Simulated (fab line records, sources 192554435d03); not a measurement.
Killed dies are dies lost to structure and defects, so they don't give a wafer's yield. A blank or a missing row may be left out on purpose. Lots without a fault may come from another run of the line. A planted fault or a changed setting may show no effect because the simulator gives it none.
Split-lot experiment | flow n5_finfet | 7 lots, 21 wafers read, on a route of 1938 steps

THE SPLIT
At N5_BEOL_M8_EXPOSE_25 (exposes mask V7, target cd 40 nm), the setting dose_mj was moved away from the recipe's 42.5 on 9 of the 21 wafers read, by -6.9% to +5.8%. The other wafers ran this setting at the recipe's value.

FROM THE SPLIT TO THE READING: what the file shows between them, 2 steps
- N5_BEOL_M8_PEB_26: peb time 60 s
- N5_BEOL_M8_DEVELOP_27: develop time 30 s

THE READING
cd_nm, in nm, at N5_BEOL_M8_CD_MEAS_28 (target cd 40 nm). Fault-free wafers of this fab line usually give 39.99 nm, standard deviation 0.24 nm.

wafer  | tool, chamber at the split | dose_mj as run | against the recipe | cd_nm, nm | against lot-mates on the recipe
L078.1 | euv_scanner-02, 0          | 39.55          | -6.9%              | 38.30     | -1.90
L078.4 | euv_scanner-02, 0          | 39.55          | -6.9%              | 38.28     | -1.92
L078.6 | euv_scanner-02, 0          | 42.5           | recipe             | 40.20     | -
L079.2 | euv_scanner-01, 0          | 43.45          | +2.2%              | 40.53     | +0.11
L079.3 | euv_scanner-01, 0          | 42.5           | recipe             | 40.42     | -
L079.5 | euv_scanner-01, 0          | 43.45          | +2.2%              | 40.63     | +0.21
L082.4 | euv_scanner-01, 0          | 40.2           | -5.4%              | 38.72     | -1.30
L082.5 | euv_scanner-01, 0          | 40.2           | -5.4%              | 38.90     | -1.12
L082.6 | euv_scanner-01, 0          | 42.5           | recipe             | 40.02     | -
L083.2 | euv_scanner-02, 0          | 42.5           | recipe             | 40.16     | -
L083.4 | euv_scanner-02, 0          | 42.5           | recipe             | 40.20     | -
L083.6 | euv_scanner-02, 0          | 40.16          | -5.5%              | 38.14     | -2.04
L086.3 | euv_scanner-02, 0          | 42.5           | recipe             | 40.28     | -
L086.5 | euv_scanner-02, 0          | 42.5           | recipe             | 39.80     | -
L086.6 | euv_scanner-02, 0          | 42.5           | recipe             | 40.06     | -
L093.1 | euv_scanner-02, 0          | 44.96          | +5.8%              | 41.24     | +0.72
L093.5 | euv_scanner-02, 0          | 42.5           | recipe             | 40.52     | -
L093.6 | euv_scanner-02, 0          | 44.96          | +5.8%              | 41.74     | +1.22
L097.1 | euv_scanner-01, 0          | 42.5           | recipe             | 39.83     | -
L097.5 | euv_scanner-01, 0          | 42.5           | recipe             | 39.87     | -
L097.6 | euv_scanner-01, 0          | 42.5           | recipe             | 39.69     | -

THE FIT
A straight line over all 21 wafers: cd_nm changes by +0.257 nm for each +1% of dose_mj; r = +0.97; the points scatter about the line by 0.25 nm.
The same after taking each lot's own level away (the mean of its wafers on the recipe; 21 wafers): +0.232 nm for each +1%; r = +0.96; scatter 0.25 nm.
On that fit, the largest move of dose_mj shifts the reading by 1.6 nm.
The lots' own levels span 39.797 to 40.520 nm, that is 3.0 times the standard deviation above.
So the lot-to-lot level changes the slope: the two fits differ.
Check: with one of the wafers moved furthest among these (-6.9%) left out of the fit, the line predicts -1.7 nm for it against its lot-mates. It came out at -1.9 nm against them.

OTHER SPLITS ON THESE WAFERS
These wafers also went through other splits before the reading. Each is held against what the fit with the lots' levels taken away leaves over:
other split on the same wafers   | wafers away from the commonest value | r with cd_nm (lot level and that fit taken away)
N5_BEOL_M7_TRENCH_ETCH_37 time_s | 7                                    | +0.08

THE WHOLE CHAIN: every reading that the file lists as answering this split, in the file's order
step                  | what it does                                                        | reading                                                        | change (the file's fit)               | r (the file's)
N5_BEOL_M8_CD_MEAS_28 | target cd 40 nm                                                     | cd_nm                                                          | +0.253 nm for each +1% of the setting | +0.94
N5_BEOL_M8_DESCUM_33  | chemistry O2, time 7 s                                              | BEOL_M8.cd_nm (the simulator's own value, which no gauge read) | +0.227 nm for each +1% of the setting | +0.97
N5_BEOL_M8_ETCH_72    | etches underlayer in N2/H2, target depth 6.5 nm, time 5.2 s         | BEOL_M8.cd_nm (the simulator's own value, which no gauge read) | +0.222 nm for each +1% of the setting | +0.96
N5_BEOL_M8_ETCH_66    | etches SOC in N2/H2, target depth 80 nm, overetch 16 nm, time 120 s | BEOL_M8.cd_nm (the simulator's own value, which no gauge read) | +0.201 nm for each +1% of the setting | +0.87

THE FILE'S OWN FIT
cd_nm changes by +0.253 nm for each +1% of dose_mj, r = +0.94.
